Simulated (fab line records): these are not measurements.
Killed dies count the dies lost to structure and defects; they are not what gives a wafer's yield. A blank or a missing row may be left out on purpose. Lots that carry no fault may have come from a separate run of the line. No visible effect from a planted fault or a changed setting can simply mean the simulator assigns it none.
Chamber matching + flow nand-harc + NHARC_A_CHANNEL_FILL_D2_ALD_02 on ald-hk-01: 4 sister chambers
The step deposits SiO2, target thk 6 nm, pulse time 10 s, ald cycles 60. 18 wafers are shown with their chamber, then 9 later ones without.

## WAFERS PAIRED WITH THEIR CHAMBERS
| wafer  | chamber | heater-power-w (W) | precursor-pulse-height-rel |
|--------|---------|--------------------|----------------------------|
| L076.1 | 1       | 517                | 1.023                      |
| L076.2 | 0       | 462                | 0.950                      |
| L076.6 | 2       | 446                | 1.003                      |
| L079.4 | 0       | 457                | 0.990                      |
| L079.5 | 2       | 435                | 0.980                      |
| L079.6 | 1       | 531                | 1.015                      |
| L080.2 | 1       | 535                | 0.981                      |
| L080.4 | 2       | 445                | 1.002                      |
| L080.5 | 0       | 466                | 0.999                      |
| L082.1 | 3       | 417                | 0.995                      |
| L082.3 | 1       | 528                | 1.012                      |
| L082.4 | 2       | 441                | 1.010                      |
| L081.2 | 2       | 437                | 1.021                      |
| L081.4 | 1       | 520                | 0.993                      |
| L081.5 | 1       | 523                | 1.022                      |
| L086.3 | 1       | 526                | 0.985                      |
| L086.5 | 0       | 466                | 1.006                      |
| L086.6 | 3       | 427                | 0.950                      |

SIGNATURES (averages over the wafers above)
| reading                    | chamber 0 | chamber 1 | chamber 2 | chamber 3 | scatter within a chamber |
|----------------------------|-----------|-----------|-----------|-----------|--------------------------|
| heater-power-w             | 462.75    | 525.71    | 440.80    | 422.00    | 5.56                     |
| precursor-pulse-height-rel | 0.98625   | 1.00443   | 1.00320   | 0.97250   | 0.0201                   |
Rule: a wafer's distance from a chamber is the root of the sum, over the readings, of the square of ((its reading less the chamber's mean) divided by the reading's scatter). The wafer belongs to the nearest chamber; if the next one is less than 2 further off, it can't be placed. The scatter: take each reading less its chamber's mean, square it, sum over the shown wafers, divide by the number of wafers less the number of chambers, and take the root.

## WAFERS WITHOUT THEIR CHAMBER
| wafer  | heater-power-w (W) | precursor-pulse-height-rel |
|--------|--------------------|----------------------------|
| L095.4 | 443                | 1.006                      |
| L095.5 | 410                | 1.009                      |
| L095.6 | 464                | 1.023                      |
| L094.1 | 520                | 0.987                      |
| L094.3 | 437                | 0.988                      |
| L094.6 | 519                | 1.017                      |
| L094.2 | 455                | 1.004                      |
| L094.4 | 415                | 0.992                      |
| L094.5 | 432                | 1.001                      |

## THE CHAMBER EACH PASSED THROUGH
| wafer  | from the rows above     | in truth |
|--------|-------------------------|----------|
| L095.4 | 2                       | 2        |
| L095.5 | 3                       | 3        |
| L095.6 | 0                       | 0        |
| L094.1 | 1                       | 1        |
| L094.3 | can't be placed: 2 or 3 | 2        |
| L094.6 | 1                       | 1        |
| L094.2 | can't be placed: 0 or 2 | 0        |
| L094.4 | 3                       | 3        |
| L094.5 | can't be placed: 2 or 3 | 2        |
Correctly placed: 6 of 9. From these rows, 3 cannot be placed; in 3 the true chamber is one of the candidates. 0 placed wrongly.
